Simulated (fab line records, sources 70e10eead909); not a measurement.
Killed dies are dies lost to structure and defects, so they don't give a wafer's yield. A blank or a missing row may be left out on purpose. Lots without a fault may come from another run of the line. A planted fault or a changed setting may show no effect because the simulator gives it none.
fab line records | flow nand_harc | part 1 of 2: steps 1 to 23 of 34
record lots=5 wafers=15 last_day=33
route steps=1302 shown P_M0@283 P_M1@285
lots that met no fault: from a run of the same line without faults
start_h: hours from the record's first day to the start of the lot's first wafer shown | wait_h: hours since the lot's step before | " the same as in the row above | L1.1+2: a row that stands for several wafers | - no value, or no start given | * or withheld: withheld | < > ~ a bound
route shown NAME@n: a module of which the file shows steps, and the number in the route of the first | usual: mean/standard deviation of fault-free wafers | same: alike in all rows | chamber/n: place in a boat | sites: the reading at each site | _std_site: their standard deviation | _edge_site: outer sites' mean less inner sites' | radius_mm: how far each site lies from the wafer's centre | mask NAME#n: copy n | behind: the tool/chamber that last shaped the wafer | hold: why the lot was held/for how many hours/how that ended | device: the transistor (n, p or np) that didn't switch | end of line: the same wafers' tests at the end of the route | a step without rows: its recipe alone | killed: dies lost to structure and defects at the first sort, not the wafer's yield | map: a wafer's dies, x killed, . not, _ none there
set.NAME: the setting as run; set.NAME@STEP: as run at that earlier step | model.NAME: the simulator's own value behind a step, which no gauge read
lots at some steps of the route; a table a step, a row a wafer
services: from which hour (start_h, from the record's first day; less than 0 if before it) a tool's chamber was out of use, for how many hours, and why
## steps
# step NHARC_P_M0_PRE_CLEAN_31
# recipe time_s=12 temp_c=370 rf_power_w=300 gas=NH3
# usual heater_power_w=605/74
# columns lot.wafer tool chamber start_h wait_h heater_power_w since_wet_clean_h
L076.1 pecvd-03 1 139.87 0.4 758 123
L076.2 " 2 " " 566 123
L076.6 " 2 " " 569 -
L086.2 pecvd-01 1 242.49 0.1 587 99
L086.1 " 2 " " 485 100
L086.5 " 1 " " 589 -
L090.2 pecvd-01 0 289.80 0.1 595 147
L090.1 " 1 " " 644 147
L090.6 " 0 " " 612 -
L092.2 pecvd-03 2 299.20 0.1 509 101
L092.5 " 1 " " 674 -
L092.4 " 0 " " 650 -
L096.1 pecvd-03 2 360.72 0.3 501 163
L096.2 " 2 " " 517 -
L096.4 " 2 " " 524 -
# step NHARC_P_M0_DEP_32
# recipe target_thk_a=300 temp_c=370 target_thk_nm=30 pressure_torr=3 flow_sccm=200 rf_w=450 material=SiCN
# usual heater_power_w=551/76
# columns lot.wafer tool chamber start_h wait_h heater_power_w since_wet_clean_h
L076.1 pecvd-03 1 139.95 0.1 598 123
L076.2 " 2 " " 466 123
L076.6 " 2 " " 467 -
L086.2 pecvd-01 1 242.60 0.1 601 100
L086.1 " 2 " " 466 100
L086.5 " 1 " " 616 -
L090.2 pecvd-01 0 289.88 0.1 605 147
L090.1 " 1 " " 501 147
L090.6 " 0 " " 587 -
L092.2 pecvd-03 2 299.30 0.1 468 101
L092.5 " 1 " " 730 -
L092.4 " 0 " " 574 -
L096.1 pecvd-03 2 360.96 0.2 435 163
L096.2 " 2 " " 440 -
L096.4 " 2 " " 430 -
# step NHARC_P_M1_DEP_00
# recipe target_thk_a=1825 target_thk_nm=182.5 temp_c=withheld pressure_torr=5 flow_sccm=200 rf_w=600 material=SiOC
# columns lot.wafer tool chamber start_h wait_h since_wet_clean_h
L076.1 pecvd-04 1 140.41 - 39
L076.2 " 2 " " 39
L076.6 " 0 " " -
L086.1 pecvd-03 2 242.97 - 45
L086.2 " 0 " " 45
L086.5 " 2 " " -
L090.2 pecvd-04 1 290.34 - 3
L090.1 " 2 " " 3
L090.6 " 2 " " -
L092.2 pecvd-04 0 299.77 - 13
L092.4 " 1 " " -
L092.5 " 0 " " -
L096.1 pecvd-03 2 361.87 0.8 164
L096.2 " 2 " " -
L096.4 " 2 " " -
# step NHARC_P_M1_DEHYDRATE_01
# recipe temp_c=150 time_s=120
# usual exhaust_pa=44.8/1.1
# columns lot.wafer tool chamber start_h wait_h exhaust_pa
L076.1 litho_track-06 0 140.77 - 45.1
L076.2 " 0 " " 43.2
L076.6 " 0 " " 44.2
L086.1 litho_track-04 0 243.37 - 43.9
L086.2 " 0 " " 44.6
L086.5 " 0 " " 43.0
L090.1 litho_track-01 0 290.70 - 44.9
L090.2 " 0 " " 44.3
L090.6 " 0 " " 45.0
L092.2 litho_track-04 0 300.08 - 43.5
L092.4 " 0 " " 44.8
L092.5 " 0 " " 43.9
L096.1 litho_track-01 0 362.81 0.8 44.8
L096.2 " 0 " " 45.7
L096.4 " 0 " " 45.5
# step NHARC_P_M1_HMDS_02
# recipe time_s=30
# usual exhaust_pa=44.8/0.86
# columns lot.wafer tool chamber start_h wait_h exhaust_pa
L076.1 litho_track-06 0 - - 44.8
L076.2 " 0 " " 45.5
L076.6 " 0 " " 44.7
L086.1 litho_track-04 0 - - 43.7
L086.2 " 0 " " 45.3
L086.5 " 0 " " 45.4
L090.1 litho_track-01 0 - - 44.1
L090.2 " 0 " " 43.9
L090.6 " 0 " " 44.0
L092.2 litho_track-04 0 - - 44.8
L092.4 " 0 " " 45.6
L092.5 " 0 " " 44.3
L096.1 litho_track-01 0 - - 45.2
L096.2 " 0 " " 45.8
L096.4 " 0 " " 45.9
# step NHARC_P_M1_COAT_34
# recipe temp_c=200 time_s=65
# usual exhaust_pa=45.3/0.79
# columns lot.wafer tool chamber start_h wait_h exhaust_pa
L076.1 litho_track-06 0 - - 46.7
L076.2 " 0 " " 47.3
L076.6 " 0 " " 46.4
L086.1 litho_track-04 0 - - 44.8
L086.2 " 0 " " 44.6
L086.5 " 0 " " 44.8
L090.1 litho_track-01 0 - - 45.4
L090.2 " 0 " " 46.2
L090.6 " 0 " " 44.0
L092.2 litho_track-04 0 - - 45.8
L092.4 " 0 " " 46.4
L092.5 " 0 " " 44.4
L096.1 litho_track-01 0 - - 46.3
L096.2 " 0 " " 44.0
L096.4 " 0 " " 45.7
# step NHARC_P_M1_COAT_03
# recipe spin_rpm=1500 resist_thk_nm=90
# usual exhaust_pa=44.9/1.1
# columns lot.wafer tool chamber start_h wait_h exhaust_pa
L076.1 litho_track-06 0 - - 44.7
L076.2 " 0 " " 44.3
L076.6 " 0 " " 44.4
L086.1 litho_track-04 0 - - 44.5
L086.2 " 0 " " 44.5
L086.5 " 0 " " 43.5
L090.1 litho_track-01 0 - - 44.6
L090.2 " 0 " " 44.9
L090.6 " 0 " " 44.9
L092.2 litho_track-04 0 - - 44.7
L092.4 " 0 " " 44.9
L092.5 " 0 " " 44.4
L096.1 litho_track-01 0 - - 46.8
L096.2 " 0 " " 46.6
L096.4 " 0 " " 44.3
# step NHARC_P_M1_SOFTBAKE_04
# recipe temp_c=105 time_s=55
# usual exhaust_pa=44.9/0.91
# columns lot.wafer tool chamber start_h wait_h exhaust_pa
L076.1 litho_track-06 0 - - 44.6
L076.2 " 0 " " 44.9
L076.6 " 0 " " 44.9
L086.1 litho_track-04 0 - - 46.1
L086.2 " 0 " " 45.9
L086.5 " 0 " " 46.7
L090.1 litho_track-01 0 - - 44.8
L090.2 " 0 " " 46.8
L090.6 " 0 " " 45.6
L092.2 litho_track-04 0 - - 45.0
L092.4 " 0 " " 44.8
L092.5 " 0 " " 44.5
L096.1 litho_track-01 0 - - 46.8
L096.2 " 0 " " 45.8
L096.4 " 0 " " 45.2
# step NHARC_P_M1_EBR_05
# usual exhaust_pa=45.0/0.95
# columns lot.wafer tool chamber start_h wait_h exhaust_pa
L076.1 litho_track-06 0 - - 45.4
L076.2 " 0 " " 46.0
L076.6 " 0 " " 45.9
L086.1 litho_track-04 0 - - 45.0
L086.2 " 0 " " 45.3
L086.5 " 0 " " 45.2
L090.1 litho_track-01 0 - - 47.0
L090.2 " 0 " " 44.3
L090.6 " 0 " " 46.2
L092.2 litho_track-04 0 - - 46.3
L092.4 " 0 " " 46.5
L092.5 " 0 " " 46.1
L096.1 litho_track-01 0 - - 45.5
L096.2 " 0 " " 45.3
L096.4 " 0 " " 45.3
# step NHARC_P_M1_EXPOSE_06
# recipe na=1.35 target_cd_nm=130 dose_mj=81.88 mask_id=P_M1
# columns lot.wafer tool chamber start_h wait_h mask
L076.1+2+6 arfi_scanner-01 0 141.06 - P_M1#0
L086.1+2+5 arfi_scanner-02 0 243.54 - P_M1#0
L090.1+2+6 arfi_scanner-02 0 290.99 - P_M1#0
L092.2+4+5 arfi_scanner-03 0 300.27 - P_M1#0
L096.1+2+4 arfi_scanner-02 0 363.10 - P_M1#0
# step NHARC_P_M1_PEB_07
# recipe peb_temp_c=100 peb_time_s=65
# usual exhaust_pa=44.7/0.95
# columns lot.wafer tool chamber start_h wait_h exhaust_pa
L076.1 litho_track-04 0 141.12 0.1 45.2
L076.2 " 0 " " 44.5
L076.6 " 0 " " 42.8
L086.1 litho_track-06 0 243.60 0.1 45.7
L086.2 " 0 " " 45.7
L086.5 " 0 " " 44.6
L090.1 litho_track-04 0 291.05 0.1 44.5
L090.2 " 0 " " 45.0
L090.6 " 0 " " 44.4
L092.2 litho_track-06 0 300.33 0.1 44.1
L092.4 " 0 " " 45.0
L092.5 " 0 " " 44.4
L096.1 litho_track-01 0 363.16 0.1 44.2
L096.2 " 0 " " 43.9
L096.4 " 0 " " 45.0
# step NHARC_P_M1_DEVELOP_08
# recipe develop_time_s=35 dev_temp_c=23
# usual exhaust_pa=44.9/0.94
# columns lot.wafer tool chamber start_h wait_h exhaust_pa
L076.1 litho_track-04 0 - - 45.8
L076.2 " 0 " " 45.3
L076.6 " 0 " " 44.3
L086.1 litho_track-06 0 - - 43.0
L086.2 " 0 " " 43.3
L086.5 " 0 " " 43.7
L090.1 litho_track-04 0 - - 44.5
L090.2 " 0 " " 44.6
L090.6 " 0 " " 45.7
L092.2 litho_track-06 0 - - 43.6
L092.4 " 0 " " 42.8
L092.5 " 0 " " 43.2
L096.1 litho_track-01 0 - - 44.6
L096.2 " 0 " " 45.5
L096.4 " 0 " " 44.9
# step NHARC_P_M1_CD_MEAS_09
# recipe target_cd_nm=130 landing_energy_ev=500
# usual cd_nm=130.3/0.68
# columns lot.wafer tool chamber start_h wait_h cd_nm
L076.1 cd_sem-02 0 141.20 - 130.4
L076.2 " 0 " " 130.9
L076.6 " 0 " " 130.3
L086.1 cd_sem-01 0 243.68 - 130.9
L086.2 " 0 " " 130.3
L086.5 " 0 " " 130.9
L090.1 cd_sem-02 0 291.13 - 130.8
L090.2 " 0 " " 131.4
L090.6 " 0 " " 130.9
L092.2 cd_sem-01 0 300.42 - 130.1
L092.4 " 0 " " 129.9
L092.5 " 0 " " 130.6
L096.1 cd_sem-03 0 363.24 - 130.0
L096.2 " 0 " " 130.2
L096.4 " 0 " " 129.5
# step NHARC_P_M1_OVL_MEAS_10
# recipe pitch_nm=260
# usual overlay_x_nm=0.2/0.79 overlay_y_nm=0.0/0.97
# columns lot.wafer tool chamber start_h wait_h overlay_x_nm overlay_y_nm
L076.1 overlay-01 - 141.29 - 0.6 -1.0
L076.2 " - " " 0.9 -0.9
L076.6 " - " " 1.1 -0.4
L086.1 overlay-01 - 243.77 - 0.6 -0.3
L086.2 " - " " 0.5 0.2
L086.5 " - " " 0.9 -0.2
L090.1 overlay-02 - 291.22 - 0.6 0.9
L090.2 " - " " 0.4 0.4
L090.6 " - " " 0.7 0.4
L092.2 overlay-01 - 300.52 - -0.2 0.7
L092.4 " - " " -0.5 1.0
L092.5 " - " " -0.4 0.8
L096.1 overlay-02 - 363.33 - 0.5 1.6
L096.2 " - " " 0.3 1.4
L096.4 " - " " 0.4 1.7
# step NHARC_P_M1_INSPECT_11
# usual raw_defect_count=5.0/2.9
# columns lot.wafer tool chamber start_h wait_h raw_defect_count
L076.1 defect_inspect-01 - 141.32 0.0 3
L076.2 " - " " 2
L076.6 " - " " 7
L086.1 defect_inspect-01 - 243.80 0.0 4
L086.2 " - " " 6
L086.5 " - " " 8
L090.1 defect_inspect-01 - 291.26 0.0 3
L090.2 " - " " 10
L090.6 " - " " 4
L092.2 defect_inspect-02 - 300.56 0.0 5
L092.4 " - " " 9
L092.5 " - " " 9
L096.1 defect_inspect-02 - 363.36 0.0 7
L096.2 " - " " 6
L096.4 " - " " 8
# step NHARC_P_M1_DESCUM_14
# recipe time_s=3 o2_flow_sccm=200 ar_flow_sccm=0 bias_power_w=0 chemistry=O2
# usual drypump_motor_current_A=5.7/0.32 oes_product_au=1.005/0.0095 rf_vpp_V=57.8/0.78 showerhead_plenum_p_Torr=1.92/0.078 throttle_valve_pct=11.310/0.0083
# same bias_power_w=0
# columns lot.wafer tool chamber start_h wait_h drypump_motor_current_A oes_product_au rf_hours_counter_h rf_vpp_V showerhead_plenum_p_Torr throttle_valve_pct
L076.2 rie_diel-11 2 141.39 0.1 5.2 1.006 4 57.5 2.01 11.313
L076.1 " 3 " " 5.9 1.013 4 57.9 2.02 11.297
L076.6 " 2 " " 5.2 1.003 - 57.8 2.01 11.310
L086.1 rie_diel-11 2 243.86 0.1 5.2 1.012 13 57.5 2.01 11.301
L086.2 " 1 " " 6.0 1.003 15 58.8 2.01 11.318
L086.5 " 3 " " 5.9 1.004 - 58.0 2.02 11.306
L090.2 rie_diel-05 2 291.33 0.1 5.9 1.010 5 58.7 1.80 11.307
L090.1 " 0 " " 5.5 1.006 5 58.2 1.88 11.309
L090.6 " 1 " " 5.9 1.007 - 57.7 1.86 11.307
L092.4 rie_diel-05 1 300.62 0.1 6.0 1.006 5 57.9 1.86 11.309
L092.2 " 2 " " 5.8 1.009 5 57.6 1.80 11.325
L092.5 " 0 " " 5.5 1.013 - 57.4 1.88 11.310
L096.2 rie_diel-11 2 363.42 0.1 5.2 0.996 9 58.8 2.00 11.298
L096.4 " 3 " " 6.0 0.995 9 58.2 2.01 11.315
L096.1 " 1 " " 6.0 0.988 9 58.8 2.01 11.309
# step NHARC_P_M1_ETCH_35
# recipe target_depth_a=400 overetch_a=120 time_s=43.94 ion_energy_ev=200 n2_flow_sccm=150 h2_flow_sccm=150 ar_flow_sccm=0 rf_w=400 bias_w=150 chemistry=N2/H2
# usual drypump_motor_current_A=5.7/0.3 h2_flow_sccm=150.0/0.45 oes_product_au=1.005/0.01 rf_vpp_V=430.7/2.4 showerhead_plenum_p_Torr=2.05/0.083 throttle_valve_pct=14.171/0.0095
# columns lot.wafer tool chamber start_h wait_h drypump_motor_current_A h2_flow_sccm oes_product_au rf_hours_counter_h rf_vpp_V showerhead_plenum_p_Torr throttle_valve_pct
L076.1 rie_diel-11 3 141.47 0.1 6.0 149.4 1.010 4 433.9 2.16 14.149
L076.2 " 2 " " 5.2 150.8 0.998 4 434.3 2.14 14.169
L076.6 " 3 " " 6.0 149.4 1.016 - 432.6 2.16 14.174
L086.2 rie_diel-11 0 243.95 0.1 5.5 150.7 1.004 15 428.9 2.05 14.172
L086.1 " 2 " " 5.2 150.0 1.017 13 433.3 2.14 14.178
L086.5 " 0 " " 5.5 150.3 1.013 - 430.3 2.05 14.174
L090.1 rie_diel-05 2 291.41 0.1 5.8 150.0 0.998 5 426.5 1.92 14.167
L090.2 " 0 " " 5.5 149.7 1.005 5 430.2 2.00 14.167
L090.6 " 3 " " 5.5 150.3 1.012 - 428.9 1.98 14.151
L092.2 rie_diel-05 2 300.73 0.1 5.9 150.0 1.007 5 425.9 1.92 14.164
L092.4 " 3 " " 5.4 149.6 1.022 5 430.1 1.98 14.156
L092.5 " 1 " " 6.0 150.4 1.013 - 429.0 1.98 14.159
L096.1 rie_diel-11 3 363.51 0.1 6.0 150.0 0.999 9 434.1 2.15 14.172
L096.2 " 0 " " 5.5 149.1 0.999 9 429.5 2.05 14.178
L096.4 " 1 " " 6.0 149.8 0.988 9 432.6 2.15 14.171
# step NHARC_P_M1_ETCH_15
# recipe target_depth_a=1825 time_s=91.2 c4f8_flow_sccm=withheld ar_flow_sccm=400 rf_w=600 bias_w=300 chemistry=C4F8/Ar
# usual oes_product_au=0.962/0.02 rf_vpp_V=441.1/2.5
# columns lot.wafer tool chamber start_h wait_h oes_product_au rf_hours_counter_h rf_vpp_V
L076.1 rie_diel-11 1 - - 0.956 4 444.1
L076.2 " 2 " " 0.965 4 443.7
L076.6 " 3 " " 0.980 - 443.8
L086.2 rie_diel-11 1 - - 0.984 15 443.7
L086.1 " 0 " " 0.989 15 442.1
L086.5 " 1 " " 0.977 - 445.0
L090.1 rie_diel-05 2 - - 0.970 5 436.9
L090.2 " 3 " " 0.985 5 438.7
L090.6 " 2 " " 0.959 - 436.4
L092.2 rie_diel-05 2 - - 0.980 5 438.1
L092.4 " 1 " " 0.946 5 438.1
L092.5 " 2 " " 0.971 - 437.1
L096.2 rie_diel-11 0 - - 0.959 9 442.9
L096.1 " 2 " " 0.951 9 443.4
L096.4 " 3 " " 0.957 9 445.2
# step NHARC_P_M1_CD_MEAS_16
# usual cd_nm=130.2/0.84
# columns lot.wafer tool chamber start_h wait_h cd_nm
L076.1 cd_sem-02 - 141.69 - 130.2
L076.2 " - " " 131.0
L076.6 " - " " 130.2
L086.1 cd_sem-03 - 244.17 - 130.9
L086.2 " - " " 129.5
L086.5 " - " " 130.8
L090.1 cd_sem-02 - 291.63 - 130.1
L090.2 " - " " 131.1
L090.6 " - " " 130.1
L092.2 cd_sem-02 - 300.94 - 130.2
L092.4 " - " " 129.7
L092.5 " - " " 130.2
L096.1 cd_sem-02 - 363.73 - 129.7
L096.2 " - " " 130.6
L096.4 " - " " 129.6
# step NHARC_P_M1_STRIP_18
# recipe power_w=1000 n2_flow_sccm=150 h2_flow_sccm=150 ar_flow_sccm=0 bias_w=0 chemistry=N2/H2
# usual drypump_motor_current_A=5.7/0.37 h2_flow_sccm=150.0/0.42 oes_product_au=1.003/0.011 rf_vpp_V=90.8/0.89 showerhead_plenum_p_Torr=2.06/0.082 throttle_valve_pct=14.171/0.0091
# columns lot.wafer tool chamber start_h wait_h drypump_motor_current_A h2_flow_sccm oes_product_au rf_hours_counter_h rf_vpp_V showerhead_plenum_p_Torr throttle_valve_pct
L076.1 rie_diel-05 1 141.76 0.1 6.0 149.8 1.003 6 89.4 1.98 14.190
L076.2 " 2 " " 5.8 149.7 0.997 6 90.0 1.92 14.177
L076.6 " 1 " " 6.0 150.1 0.991 - 90.2 1.98 14.159
L086.2 rie_diel-11 3 244.27 0.1 6.0 150.2 1.018 14 90.6 2.15 14.173
L086.1 " 0 " " 5.5 149.8 1.013 15 89.6 2.05 14.165
L086.5 " 2 " " 5.2 150.0 1.008 - 90.8 2.14 14.152
L090.1 rie_diel-11 0 291.71 0.1 5.5 149.5 1.006 3 91.4 2.05 14.166
L090.2 " 2 " " 5.2 149.4 1.013 3 90.1 2.14 14.182
L090.6 " 0 " " 5.5 150.0 0.985 - 90.7 2.05 14.166
L092.2 rie_diel-11 2 301.09 0.1 5.2 149.7 1.008 4 90.8 2.14 14.193
L092.4 " 0 " " 5.5 149.5 0.998 4 89.2 2.05 14.169
L092.5 " 2 " " 5.2 149.9 1.001 - 91.8 2.14 14.177
L096.4 rie_diel-11 2 363.83 0.1 5.2 150.6 0.989 9 90.5 2.14 14.179
L096.2 " 3 " " 6.0 150.0 0.998 9 91.4 2.15 14.175
L096.1 " 0 " " 5.5 149.5 0.983 9 90.1 2.05 14.168
# step NHARC_P_M1_ETCH_28
# recipe target_depth_a=300 over_etch_frac=0.3 time_s=72.99 ion_energy_ev=150 cf4_flow_sccm=50 n2_flow_sccm=100 ar_flow_sccm=150 rf_w=300 bias_w=100 chemistry=CF4/N2
# usual drypump_motor_current_A=5.7/0.38 oes_product_au=1.001/0.011 rf_vpp_V=314.7/1.8 showerhead_plenum_p_Torr=2.65/0.097 throttle_valve_pct=19.795/0.0086
# columns lot.wafer tool chamber start_h wait_h drypump_motor_current_A oes_product_au rf_hours_counter_h rf_vpp_V showerhead_plenum_p_Torr throttle_valve_pct
L076.2 rie_diel-05 0 - - 5.5 1.005 6 313.6 2.58 19.812
L076.1 " 1 " " 6.0 0.993 6 311.5 2.56 19.802
L076.6 " 1 " " 6.0 1.001 - 312.9 2.56 19.781
L086.1 rie_diel-11 0 - - 5.5 1.005 15 315.2 2.64 19.802
L086.2 " 2 " " 5.2 0.996 14 315.6 2.74 19.791
L086.5 " 3 " " 6.0 1.008 - 316.8 2.76 19.803
L090.1 rie_diel-11 0 - - 5.5 1.005 3 315.1 2.64 19.790
L090.2 " 2 " " 5.2 1.013 3 316.7 2.74 19.812
L090.6 " 0 " " 5.5 1.000 - 315.0 2.64 19.789
L092.4 rie_diel-11 3 - - 6.0 1.003 4 316.9 2.76 19.806
L092.2 " 0 " " 5.5 0.993 4 313.7 2.64 19.801
L092.5 " 1 " " 6.0 0.998 - 316.7 2.75 19.794
L096.2 rie_diel-11 3 - - 6.0 1.015 9 315.9 2.75 19.802
L096.1 " 0 " " 5.5 0.991 10 316.0 2.64 19.817
L096.4 " 2 " " 5.2 1.010 9 318.8 2.74 19.797
# step NHARC_P_M1_STRIP_19
# recipe time_s=600 temp_c=30 chemistry=post_etch_residue_remover
# columns lot.wafer tool chamber start_h wait_h
L076.1+2+6 wet_bench-08 5,6,0 142.14 -
L086.5+1+2 wet_bench-08 7,1,2 244.61 -
L090.6+1+2 wet_bench-10 7,1,2 292.09 -
L092.4+5+2 wet_bench-10 5,6,7 301.47 -
L096.4+1+2 wet_bench-08 1,2,4 364.17 -
# step NHARC_P_M1_DEGAS_29
# recipe temp_c=250 time_s=60
# usual heater_power_w=319/40
# columns lot.wafer tool chamber start_h wait_h heater_power_w
L076.2 pvd_sputter-02 - 142.41 - 315
L076.1 " - " " 337
L076.6 " - " " 268
L086.1 pvd_sputter-01 - 244.89 - 399
L086.2 " - " " 276
L086.5 " - " " 291
L090.1 pvd_sputter-02 - 292.36 - 254
L090.2 " - " " 306
L090.6 " - " " 325
L092.2 pvd_sputter-02 - 301.73 - 315
L092.4 " - " " 253
L092.5 " - " " 304
L096.1 pvd_sputter-01 - 364.44 - 289
L096.2 " - " " 353
L096.4 " - " " 278
